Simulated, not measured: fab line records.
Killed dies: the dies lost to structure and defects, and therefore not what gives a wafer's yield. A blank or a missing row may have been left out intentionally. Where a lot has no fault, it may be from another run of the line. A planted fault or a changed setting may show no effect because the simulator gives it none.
Problem report in the 8D (eight disciplines) form, filled by code    flow n5_finfet    the parts of the form that need people (team, actions taken, sign-off) are left out

## 1. THE PROBLEM
head_pressure_psi at N5_BEOL_M1_CMP_52 reads a mean of 1.1925 psi on 6 wafers of 2 lots; wafers without a fault read 1.0002 psi with a standard deviation of 0.0023. That puts it +84 standard deviations away from the usual mean.
The step: polishes, stops on SiOC, t overpolish 6.8 s, target thk 40 nm.
The first sign was on wafer L207.4 at day 10 15:47, on cmp-04. At this step, 29 wafers from 10 lots have a number in the record. By rule, "out" or "out of limits" means more than 4 standard deviations away from the usual mean. The other wafers with a number count as sound.

## 2. WHAT IT IS, AND WHAT IT ISN'T
question                     is                      is not
which readings at this step  head_pressure_psi       overpolish_run_s, time_to_endpoint_s
which lots                   L207, L208              L190, L192, L193, L197, L199, L204, L211, L212
which wafers of those lots   all that have a number  -
read on which tools          cmp-04                  cmp-01, cmp-02
when                         from day 10 15:47       up to then (17 sound wafers); but 6 sound wafers of L211, L212 came after

## 3. SUSPECTS, AND WHAT RULES EACH OUT
Counting: a tool at a process step up to the reading stays a suspect if it ran every lot that is out and no sound lot after the first of them.
- pvd_sputter-03 at N5_BEOL_M1_SPUTTER_79 (material Cu, target thk 4.5 nm, time 8.29 s): kept. It ran every lot that is out, first L207 (day 10 13:41), and no sound lot after that; its last sound lot up to then is L197 (day 8 10:21).
- pvd_sputter-03 at N5_BEOL_M1_ANNEAL_80 (time 240 s): kept. It ran every lot that is out, first L207 (day 10 13:46), and no sound lot after that; its last sound lot up to then is L197 (day 8 10:26).
- cmp-04 at N5_BEOL_M1_CMP_52 (polishes, stops on SiOC, t overpolish 6.8 s, target thk 40 nm): kept. It ran every lot that is out, first L207 (day 10 15:47), and no sound lot after that; its last sound lot up to then is L204 (day 10 14:45). Its own readings are out on those wafers: head_pressure_psi.
Left after counting: pvd_sputter-03 at N5_BEOL_M1_SPUTTER_79, pvd_sputter-03 at N5_BEOL_M1_ANNEAL_80, cmp-04 at N5_BEOL_M1_CMP_52.

## 4. THE CAUSE (what the simulator had put in)
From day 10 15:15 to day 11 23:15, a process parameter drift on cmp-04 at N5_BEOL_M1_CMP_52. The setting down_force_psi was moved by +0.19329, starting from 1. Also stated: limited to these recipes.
Counting leaves 3 suspects; this tool is one of them.

## 5. THE CHAIN OF EFFECTS, in route order
Each row: a reading where the mean over the struck wafers with a number is more than 3 standard deviations away from the usual. Readings are gone through only where the record gives a usual standard deviation; hours: the median, over the lots, of the time from a lot's start at the first step in this table giving one to that lot's start at this step; sigmas: the change measured in usual standard deviations.
hours  step               reading                   usual       on struck wafers  change   sigmas
0      N5_BEOL_M1_CMP_52  barrier_field_endpoint_s  24.6 s      20.4              -4.2     -5.4
0      N5_BEOL_M1_CMP_52  head_pressure_psi         1.0002 psi  1.1925            +0.1923  +84
Process steps it contains:
- N5_BEOL_M1_CMP_52: polishes, stops on SiOC, t overpolish 6.8 s, target thk 40 nm.
Later steps that measure or inspect, where all struck wafers having a row at the step show a number for every such reading and not one has moved that far: N5_BEOL_M4_RC_MEAS_101.

## 6. WHAT WOULD HAVE CAUGHT IT SOONER
In this record the first reading out of limits was taken at day 10 15:47, 1 hour after the fault began at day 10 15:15.
